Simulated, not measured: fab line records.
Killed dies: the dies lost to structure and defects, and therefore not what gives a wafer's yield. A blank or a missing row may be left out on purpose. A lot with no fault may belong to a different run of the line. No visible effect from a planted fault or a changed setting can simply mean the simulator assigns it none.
fab line records	flow nandHarc	part 1 of 2: steps 1 to 16 of 25
record lots=5	wafers=15	lastDay=23
route steps=1159 shown A_CONTACT@935
lots with no fault: from the same line, run without faults
startH: the number of hours between the record's first day and the start of the first shown wafer of the lot	waitH: hours since the lot's step before	" as in the row above	L1.1+2: a row that stands for several wafers	- either no value or no given start	* or withheld: withheld	< > ~ a bound
route shown NAME@n: names a module that has steps shown in the file, with the first one's number in the route	usual: the fault-free wafers' mean and standard deviation	same: alike in all rows	chamber/n: place in a boat	sites: per-site readings	_std_site: the values' standard deviation	_edge_site: the outer-site mean with the inner-site mean subtracted	radiusMm: how far each site lies from the wafer's centre	mask NAME#n: copy n	behind: the most recent tool/chamber to have shaped the wafer	hold: the reason the lot was held/the length of the hold in hours/how it ended	device: the n, p or np transistor that did not switch	end of line: the tests these same wafers got at the end of their route	a step given without rows: its recipe and nothing more	killed: the dies lost at the first sort to structure and to defects; this is not the yield of the wafer	map: a wafer's dies, marking killed ones x, the rest . and places with no die _
set.NAME: the setting as run; set.NAME@STEP: as run at that earlier step	model.NAME: the simulator's own value behind a step, which no gauge read
certain route steps with their lots: each step a table, each wafer a row
services: when a tool's chamber went out of use (startH, in hours from the record's first day, below 0 if earlier), for how many hours, and the reason
## steps
# step NHARC_A_CONTACT_CD_MEAS_08
# recipe targetCdNm=100	landingEnergyEv=500
# usual cdNm=100.4/0.58
lot.wafer	tool	chamber	startH	waitH	cdNm
L074.2	cdSem-02	0	402.65	-	100.1
L074.5	"	0	"	"	100.4
L074.6	"	0	"	"	100.6
L081.3	cdSem-01	0	416.20	-	100.0
L081.5	"	0	"	"	99.4
L081.6	"	0	"	"	100.3
L086.1	cdSem-02	0	460.16	-	100.3
L086.5	"	0	"	"	99.8
L086.6	"	0	"	"	99.5
L087.1	cdSem-01	0	464.14	-	100.6
L087.3	"	0	"	"	100.2
L087.6	"	0	"	"	100.2
L092.1	cdSem-01	0	491.00	-	100.7
L092.3	"	0	"	"	100.0
L092.4	"	0	"	"	100.6
# step NHARC_A_CONTACT_OVL_MEAS_09
# usual overlayXNm=-0.3/1	overlayYNm=-0.1/0.73
lot.wafer	tool	chamber	startH	waitH	overlayXNm	overlayYNm
L074.2	overlay-02	-	402.73	-	0.8	-0.2
L074.5	"	-	"	"	0.1	-0.5
L074.6	"	-	"	"	0.5	-0.6
L081.3	overlay-01	-	416.29	-	-0.7	-0.7
L081.5	"	-	"	"	0.0	-0.5
L081.6	"	-	"	"	-0.2	-1.0
L086.1	overlay-02	-	460.25	-	-0.9	-0.4
L086.5	"	-	"	"	-1.4	-0.4
L086.6	"	-	"	"	-1.2	-0.9
L087.1	overlay-01	-	464.23	-	0.6	0.6
L087.3	"	-	"	"	0.3	0.7
L087.6	"	-	"	"	0.5	0.8
L092.1	overlay-01	-	491.09	-	-1.4	0.4
L092.3	"	-	"	"	-1.3	0.2
L092.4	"	-	"	"	-1.4	0.4
# step NHARC_A_CONTACT_INSPECT_10
# usual rawDefectCount=29/14
lot.wafer	tool	chamber	startH	waitH	rawDefectCount
L074.2	defectInspect-01	-	402.77	0.0	6
L074.5	"	-	"	"	7
L074.6	"	-	"	"	10
L081.3	defectInspect-01	-	416.33	0.0	22
L081.5	"	-	"	"	32
L081.6	"	-	"	"	34
L086.1	defectInspect-02	-	460.28	0.0	25
L086.5	"	-	"	"	26
L086.6	"	-	"	"	34
L087.1	defectInspect-01	-	464.27	0.0	48
L087.3	"	-	"	"	39
L087.6	"	-	"	"	39
L092.1	defectInspect-02	-	491.12	0.0	28
L092.3	"	-	"	"	24
L092.4	"	-	"	"	17
# step NHARC_A_CONTACT_DESCUM_13
# recipe timeS=3	o2FlowSccm=200	arFlowSccm=0	biasPowerW=0	chemistry=O2
# usual drypumpMotorCurrentA=5.8/0.45	oesProductAu=1.002/0.011	rfVppV=57.7/0.87	showerheadPlenumPTorr=1.91/0.067	throttleValvePct=11.312/0.0076
lot.wafer	tool	chamber	startH	waitH	drypumpMotorCurrentA	oesProductAu	rfHoursCounterH	rfVppV	showerheadPlenumPTorr	throttleValvePct
L074.2	rieDiel-06	0	402.85	0.1	6.2	0.995	62	59.8	1.94	11.308
L074.6	"	3	"	"	6.1	1.003	-	58.0	1.94	11.321
L074.5	"	0	"	"	6.2	0.985	-	59.4	1.94	11.312
L081.3	rieDiel-10	3	416.39	0.1	5.2	0.988	14	56.5	1.82	11.306
L081.5	"	3	"	"	5.2	1.000	-	57.5	1.82	11.320
L081.6	"	0	"	"	5.4	1.020	-	57.5	1.96	11.320
L086.1	rieDiel-03	3	460.34	0.1	5.8	1.006	9	57.9	1.92	11.311
L086.6	"	3	"	"	5.8	1.001	-	57.2	1.92	11.332
L086.5	"	0	"	"	6.4	0.995	-	56.4	1.87	11.326
L087.1	rieDiel-06	3	464.34	0.1	6.2	1.001	15	57.4	1.93	11.308
L087.3	"	2	"	"	5.4	1.011	16	55.6	1.84	11.311
L087.6	"	3	"	"	6.1	0.995	-	57.2	1.93	11.307
L092.3	rieDiel-06	1	491.19	0.1	5.7	1.010	23	57.4	1.88	11.312
L092.4	"	2	"	"	5.4	1.012	24	57.5	1.84	11.312
L092.1	"	3	"	"	6.1	0.993	24	57.1	1.93	11.297
# step NHARC_A_CONTACT_ETCH_88
# recipe targetDepthA=390	overEtchFrac=0.3	timeS=65	ionEnergyEv=80	cf4FlowSccm=150	arFlowSccm=0	rfW=300	biasW=100	chemistry=CF4
# usual drypumpMotorCurrentA=5.9/0.45	oesProductAu=1.003/0.01	rfVppV=151.2/1.1	showerheadPlenumPTorr=1.76/0.058	throttleValvePct=13.283/0.0089
lot.wafer	tool	chamber	startH	waitH	drypumpMotorCurrentA	oesProductAu	rfHoursCounterH	rfVppV	showerheadPlenumPTorr	throttleValvePct
L074.2	rieDiel-06	2	403.05	0.2	5.4	1.001	57	149.4	1.71	13.267
L074.5	"	0	"	"	6.2	0.995	-	149.1	1.79	13.284
L074.6	"	1	"	"	5.7	0.997	-	151.0	1.75	13.287
L081.3	rieDiel-10	1	416.49	0.1	6.7	0.994	12	151.7	1.71	13.272
L081.6	"	1	"	"	6.7	0.997	-	150.6	1.71	13.269
L081.5	"	0	"	"	5.5	1.014	-	151.0	1.81	13.288
L086.1	rieDiel-03	0	460.45	0.1	6.5	0.993	9	150.3	1.73	13.275
L086.5	"	1	"	"	5.7	1.003	-	149.2	1.68	13.300
L086.6	"	2	"	"	5.5	1.001	-	152.6	1.87	13.296
L087.3	rieDiel-06	1	464.45	0.1	5.7	1.013	15	151.1	1.75	13.284
L087.1	"	2	"	"	5.4	1.017	16	150.3	1.71	13.268
L087.6	"	0	"	"	6.2	1.000	-	151.7	1.78	13.280
L092.4	rieDiel-06	3	491.27	0.1	6.1	0.997	24	151.6	1.78	13.269
L092.1	"	1	"	"	5.8	1.011	23	151.0	1.74	13.277
L092.3	"	2	"	"	5.4	1.007	24	150.8	1.70	13.278
# step NHARC_A_CONTACT_ETCH_89
# recipe targetDepthA=2600	overEtchFrac=0.3	timeS=475.3	ionEnergyEv=200	n2FlowSccm=150	h2FlowSccm=150	arFlowSccm=0	rfW=400	biasW=150	chemistry=N2/H2
# usual drypumpMotorCurrentA=5.8/0.44	oesProductAu=1.001/0.0098	rfVppV=430.1/2.3	showerheadPlenumPTorr=2.03/0.076	throttleValvePct=14.172/0.009
lot.wafer	tool	chamber	startH	waitH	drypumpMotorCurrentA	oesProductAu	rfHoursCounterH	rfVppV	showerheadPlenumPTorr	throttleValvePct
L074.2	rieDiel-06	2	-	-	5.5	1.004	57	428.7	1.97	14.175
L074.6	"	2	"	"	5.4	1.004	-	429.1	1.97	14.169
L074.5	"	3	"	"	6.1	1.005	-	431.1	2.07	14.165
L081.3	rieDiel-10	1	-	-	6.7	1.003	12	428.6	1.96	14.176
L081.6	"	0	"	"	5.5	1.007	-	430.6	2.09	14.164
L081.5	"	1	"	"	6.7	1.003	-	428.5	1.96	14.173
L086.1	rieDiel-03	3	-	-	5.8	1.000	9	432.0	2.05	14.164
L086.5	"	2	"	"	5.6	0.998	-	435.0	2.17	14.186
L086.6	"	3	"	"	5.8	0.989	-	429.7	2.05	14.177
L087.1	rieDiel-06	1	-	-	5.8	1.005	15	430.1	2.01	14.176
L087.3	"	2	"	"	5.4	1.008	16	427.6	1.96	14.166
L087.6	"	0	"	"	6.2	0.993	-	432.4	2.06	14.191
L092.4	rieDiel-06	2	-	-	5.4	1.002	24	426.6	1.96	14.183
L092.1	"	3	"	"	6.2	0.998	24	430.4	2.06	14.156
L092.3	"	1	"	"	5.7	1.013	23	429.5	2.01	14.148
# step NHARC_A_CONTACT_ETCH_30
# recipe targetDepthA=605	timeS=30.2	cf4FlowSccm=100	chf3FlowSccm=30	arFlowSccm=0	rfW=500	biasW=200	chemistry=CF4/CHF3
# usual drypumpMotorCurrentA=5.8/0.45	oesProductAu=0.930/0.015	rfVppV=370.3/2	showerheadPlenumPTorr=1.57/0.053	throttleValvePct=16.802/0.0096
lot.wafer	tool	chamber	startH	waitH	drypumpMotorCurrentA	oesProductAu	rfHoursCounterH	rfVppV	showerheadPlenumPTorr	throttleValvePct
L074.2	rieDiel-06	0	-	-	6.2	0.922	62	370.2	1.59	16.804
L074.6	"	3	"	"	6.1	0.933	-	370.7	1.59	16.805
L074.5	"	0	"	"	6.2	0.923	-	370.0	1.59	16.801
L081.3	rieDiel-10	3	-	-	5.2	0.916	14	367.6	1.50	16.786
L081.6	"	3	"	"	5.2	0.924	-	368.5	1.50	16.803
L081.5	"	0	"	"	5.4	0.939	-	372.7	1.61	16.789
L086.1	rieDiel-03	2	-	-	5.6	0.918	11	373.6	1.67	16.803
L086.6	"	0	"	"	6.4	0.921	-	369.1	1.54	16.815
L086.5	"	1	"	"	5.7	0.924	-	368.4	1.49	16.798
L087.3	rieDiel-06	3	-	-	6.1	0.922	16	370.1	1.59	16.792
L087.1	"	1	"	"	5.8	0.935	16	370.2	1.55	16.792
L087.6	"	2	"	"	5.4	0.934	-	367.8	1.52	16.805
L092.1	rieDiel-06	3	-	-	6.1	0.922	25	372.1	1.59	16.809
L092.4	"	0	"	"	6.2	0.932	23	371.6	1.58	16.823
L092.3	"	2	"	"	5.4	0.925	24	368.3	1.51	16.803
# step NHARC_A_CONTACT_ETCH_31
# recipe targetDepthA=20000	overEtchFrac=0.3	timeS=520	ionEnergyEv=150	o2FlowSccm=400	cosFlowSccm=20	arFlowSccm=0	rfW=500	biasW=300	chemistry=O2/COS
# usual drypumpMotorCurrentA=5.8/0.45	oesProductAu=1.002/0.011	rfVppV=314.0/1.7	showerheadPlenumPTorr=3.11/0.11	throttleValvePct=28.329/0.0095
lot.wafer	tool	chamber	startH	waitH	drypumpMotorCurrentA	oesProductAu	rfHoursCounterH	rfVppV	showerheadPlenumPTorr	throttleValvePct
L074.2	rieDiel-06	3	-	-	6.1	1.005	62	314.5	3.16	28.323
L074.6	"	3	"	"	6.1	1.008	-	315.1	3.16	28.331
L074.5	"	0	"	"	6.2	0.995	-	314.5	3.16	28.333
L081.3	rieDiel-10	0	-	-	5.5	1.015	19	314.9	3.19	28.337
L081.6	"	3	"	"	5.2	0.984	-	312.7	2.98	28.329
L081.5	"	0	"	"	5.5	1.019	-	315.3	3.19	28.323
L086.1	rieDiel-03	1	-	-	5.7	1.012	11	311.3	2.96	28.306
L086.5	"	2	"	"	5.6	1.002	-	315.4	3.31	28.346
L086.6	"	3	"	"	5.8	0.996	-	315.5	3.14	28.320
L087.1	rieDiel-06	0	-	-	6.2	0.994	15	314.5	3.15	28.330
L087.3	"	1	"	"	5.7	0.996	16	313.1	3.08	28.328
L087.6	"	0	"	"	6.2	0.990	-	314.3	3.15	28.329
L092.1	rieDiel-06	2	-	-	5.4	1.009	24	311.4	3.01	28.325
L092.3	"	3	"	"	6.1	0.997	25	313.7	3.15	28.347
L092.4	"	1	"	"	5.7	1.001	23	313.0	3.08	28.343
# step NHARC_A_CONTACT_ETCH_134
# recipe sourceW=withheld	pressureMtorr=20	biasV=withheld	timeS=140	targetDepthA=7000	arFlowSccm=withheld	c4f8FlowSccm=withheld	o2FlowSccm=withheld	chemistry=C4F8/O2/Ar
# usual oesAirLineAu=0.999/0.019
lot.wafer	tool	chamber	startH	waitH	oesAirLineAu	rfHoursCounterH
L074.2	harCapEtch-02	0	404.35	-	0.991	14
L074.6	"	1	"	"	0.989	-
L074.5	"	0	"	"	0.971	-
L081.3	harCapEtch-01	0	419.55	-	1.004	-
L081.6	"	1	"	"	1.023	-
L081.5	"	0	"	"	0.976	-
L086.1	harCapEtch-01	1	461.34	-	1.011	70
L086.5	"	1	"	"	1.036	-
L086.6	"	0	"	"	1.001	-
L087.1	harCapEtch-01	0	465.44	-	0.993	71
L087.3	"	1	"	"	1.026	-
L087.6	"	0	"	"	1.023	-
L092.1	harCapEtch-02	1	492.17	-	1.000	30
L092.3	"	1	"	"	0.975	-
L092.4	"	0	"	"	1.018	-
# step NHARC_A_CONTACT_ETCH_135
# recipe sourceW=withheld	pressureMtorr=20	biasV=3000	timeS=132	targetDepthA=12870	arFlowSccm=withheld	c4f8FlowSccm=withheld	o2FlowSccm=withheld	chemistry=C4F8/O2/Ar
# usual oesAirLineAu=0.999/0.019
lot.wafer	tool	chamber	startH	waitH	oesAirLineAu	rfHoursCounterH
L074.2	harCapEtch-02	0	404.54	0.2	0.990	14
L074.6	"	1	"	"	0.979	-
L074.5	"	0	"	"	0.979	-
L081.3	harCapEtch-01	0	419.77	0.2	0.995	-
L081.6	"	1	"	"	0.982	-
L081.5	"	0	"	"	0.994	-
L086.1	harCapEtch-01	1	461.53	0.2	0.983	70
L086.5	"	1	"	"	1.022	-
L086.6	"	0	"	"	1.015	-
L087.1	harCapEtch-01	0	465.64	0.2	1.002	71
L087.3	"	1	"	"	1.010	-
L087.6	"	0	"	"	1.007	-
L092.1	harCapEtch-02	1	492.37	0.2	0.971	30
L092.3	"	1	"	"	0.994	-
L092.4	"	0	"	"	0.970	-
# step NHARC_A_CONTACT_ETCH_136
# recipe sourceW=withheld	pressureMtorr=20	biasV=3000	timeS=132	targetDepthA=12870	arFlowSccm=withheld	c4f8FlowSccm=withheld	o2FlowSccm=withheld	chemistry=C4F8/O2/Ar
# usual oesAirLineAu=0.999/0.02
lot.wafer	tool	chamber	startH	waitH	oesAirLineAu	rfHoursCounterH
L074.2	harCapEtch-02	0	404.67	0.1	1.000	14
L074.6	"	1	"	"	0.956	-
L074.5	"	0	"	"	1.009	-
L081.3	harCapEtch-01	0	419.93	0.1	1.028	-
L081.6	"	1	"	"	1.001	-
L081.5	"	0	"	"	0.993	-
L086.1	harCapEtch-01	1	461.66	0.1	1.035	70
L086.5	"	1	"	"	1.011	-
L086.6	"	0	"	"	1.003	-
L087.1	harCapEtch-01	0	465.77	0.1	0.992	71
L087.3	"	1	"	"	1.007	-
L087.6	"	0	"	"	1.010	-
L092.1	harCapEtch-02	1	492.50	0.1	0.995	30
L092.3	"	1	"	"	0.977	-
L092.4	"	0	"	"	0.990	-
# step NHARC_A_CONTACT_ETCH_137
# recipe sourceW=withheld	pressureMtorr=20	biasV=3000	timeS=132	targetDepthA=12870	arFlowSccm=withheld	c4f8FlowSccm=withheld	o2FlowSccm=withheld	chemistry=C4F8/O2/Ar
# usual oesAirLineAu=0.998/0.019
lot.wafer	tool	chamber	startH	waitH	oesAirLineAu	rfHoursCounterH
L074.2	harCapEtch-02	0	404.79	0.1	1.026	14
L074.6	"	1	"	"	1.000	-
L074.5	"	0	"	"	1.033	-
L081.3	harCapEtch-01	0	420.09	0.1	1.004	-
L081.6	"	1	"	"	0.953	-
L081.5	"	0	"	"	1.014	-
L086.1	harCapEtch-01	1	461.78	0.1	0.993	70
L086.5	"	1	"	"	1.003	-
L086.6	"	0	"	"	0.974	-
L087.1	harCapEtch-01	0	465.89	0.1	0.976	71
L087.3	"	1	"	"	0.981	-
L087.6	"	0	"	"	1.003	-
L092.1	harCapEtch-02	1	492.62	0.1	0.983	30
L092.3	"	1	"	"	1.004	-
L092.4	"	0	"	"	0.994	-
# step NHARC_A_CONTACT_ETCH_138
# recipe sourceW=withheld	pressureMtorr=20	biasV=3000	timeS=132	targetDepthA=12890	arFlowSccm=withheld	c4f8FlowSccm=withheld	o2FlowSccm=withheld	chemistry=C4F8/O2/Ar
# usual oesAirLineAu=1.003/0.021
lot.wafer	tool	chamber	startH	waitH	oesAirLineAu	rfHoursCounterH
L074.2	harCapEtch-02	0	404.91	0.1	1.027	15
L074.6	"	1	"	"	0.990	-
L074.5	"	0	"	"	1.006	-
L081.3	harCapEtch-01	0	420.26	0.1	1.029	-
L081.6	"	1	"	"	1.011	-
L081.5	"	0	"	"	1.023	-
L086.1	harCapEtch-01	1	461.90	0.1	1.001	71
L086.5	"	1	"	"	0.956	-
L086.6	"	0	"	"	0.984	-
L087.1	harCapEtch-01	0	466.01	0.1	0.991	71
L087.3	"	1	"	"	0.991	-
L087.6	"	0	"	"	1.001	-
L092.1	harCapEtch-02	1	492.75	0.1	1.012	30
L092.3	"	1	"	"	1.018	-
L092.4	"	0	"	"	1.004	-
# step NHARC_A_CONTACT_ETCH_139
# recipe sourceW=withheld	pressureMtorr=20	biasV=400	timeS=137	targetDepthA=5900	arFlowSccm=withheld	c4f8FlowSccm=11.5	o2FlowSccm=7.2	chemistry=C4F8/O2/Ar
# usual oesAirLineAu=0.999/0.021
lot.wafer	tool	chamber	startH	waitH	oesAirLineAu	rfHoursCounterH
L074.2	harCapEtch-02	0	405.05	0.1	0.984	15
L074.6	"	1	"	"	1.044	-
L074.5	"	0	"	"	0.979	-
L081.3	harCapEtch-01	0	420.49	0.2	0.992	-
L081.6	"	1	"	"	0.972	-
L081.5	"	0	"	"	1.005	-
L086.1	harCapEtch-01	1	462.02	0.1	0.985	71
L086.5	"	1	"	"	0.972	-
L086.6	"	0	"	"	1.000	-
L087.1	harCapEtch-01	0	466.13	0.1	1.002	71
L087.3	"	1	"	"	1.004	-
L087.6	"	0	"	"	1.030	-
L092.1	harCapEtch-02	1	492.87	0.1	1.005	30
L092.3	"	1	"	"	0.987	-
L092.4	"	0	"	"	1.021	-
# step NHARC_A_CONTACT_ETCH_92
# recipe targetDepthA=400	overEtchFrac=0.5	timeS=85.7	ionEnergyEv=120	ch3fFlowSccm=50	o2FlowSccm=30	arFlowSccm=200	rfW=500	biasW=100	chemistry=CH3F/O2
# usual drypumpMotorCurrentA=5.9/0.44	oesProductAu=0.941/0.03	rfVppV=244.0/1.4	showerheadPlenumPTorr=2.44/0.079	throttleValvePct=20.663/0.0095
lot.wafer	tool	chamber	startH	waitH	drypumpMotorCurrentA	oesProductAu	rfHoursCounterH	rfVppV	showerheadPlenumPTorr	throttleValvePct
L074.2	rieDiel-10	3	405.46	0.4	5.2	0.917	13	243.5	2.35	20.660
L074.6	"	2	"	"	6.2	0.939	-	244.3	2.50	20.649
L074.5	"	3	"	"	5.2	0.914	-	242.6	2.35	20.660
L081.3	rieDiel-03	3	420.84	0.3	5.8	0.981	2	245.3	2.47	20.672
L081.6	"	1	"	"	5.7	0.916	-	242.4	2.33	20.654
L081.5	"	2	"	"	5.6	0.922	-	245.9	2.61	20.658
L086.1	rieDiel-10	0	462.45	0.4	5.5	0.936	43	245.0	2.51	20.685
L086.5	"	3	"	"	5.2	0.911	-	242.8	2.34	20.654
L086.6	"	2	"	"	6.2	0.926	-	245.4	2.49	20.662
L087.3	rieDiel-06	0	466.56	0.3	6.2	0.914	16	244.3	2.48	20.658
L087.1	"	2	"	"	5.4	0.933	17	242.6	2.37	20.661
L087.6	"	3	"	"	6.1	0.933	-	246.0	2.48	20.671
L092.4	rieDiel-06	3	493.29	0.3	6.1	0.928	25	245.3	2.48	20.658
L092.3	"	0	"	"	6.2	0.941	24	244.8	2.48	20.669
L092.1	"	1	"	"	5.7	0.945	23	243.4	2.42	20.663
# step NHARC_A_CONTACT_ETCH_98
# recipe targetDepthA=200	overEtchFrac=0.5	timeS=10	ionEnergyEv=250	c4f6FlowSccm=25	o2FlowSccm=20	arFlowSccm=500	rfW=600	biasW=500	chemistry=C4F6/O2
# usual c4f6FlowSccm=24.99/0.07	drypumpMotorCurrentA=5.9/0.44	oesProductAu=0.964/0.023	rfVppV=546.3/2.7	showerheadPlenumPTorr=3.90/0.13	throttleValvePct=26.903/0.0096
lot.wafer	tool	chamber	startH	waitH	c4f6FlowSccm	drypumpMotorCurrentA	oesProductAu	rfHoursCounterH	rfVppV	showerheadPlenumPTorr	throttleValvePct
L074.2	rieDiel-10	2	405.59	0.1	24.86	6.3	0.954	14	547.4	3.98	26.905
L074.6	"	0	"	"	25.06	5.5	0.965	-	548.0	4.01	26.901
L074.5	"	3	"	"	25.06	5.2	0.940	-	543.5	3.76	26.912
L081.3	rieDiel-03	0	-	-	25.07	6.4	0.941	4	543.7	3.84	26.911
L081.6	"	2	"	"	24.94	5.6	0.959	-	550.7	4.15	26.889
L081.5	"	3	"	"	24.90	5.8	0.991	-	547.0	3.94	26.906
L086.1	rieDiel-10	0	462.60	0.1	24.95	5.5	0.958	43	548.4	4.00	26.908
L086.5	"	2	"	"	24.97	6.2	0.948	-	547.3	3.97	26.893
L086.6	"	3	"	"	25.00	5.2	0.932	-	542.7	3.74	26.896
L087.3	rieDiel-06	3	-	-	25.04	6.1	0.962	17	547.1	3.96	26.893
L087.1	"	0	"	"	24.91	6.2	0.965	16	547.9	3.96	26.916
L087.6	"	2	"	"	25.11	5.5	0.955	-	545.1	3.79	26.907
L092.1	rieDiel-06	1	-	-	25.03	5.8	0.948	23	545.3	3.87	26.884
L092.4	"	2	"	"	24.98	5.4	0.954	25	543.3	3.78	26.900
L092.3	"	0	"	"	25.00	6.2	0.945	24	546.9	3.95	26.905
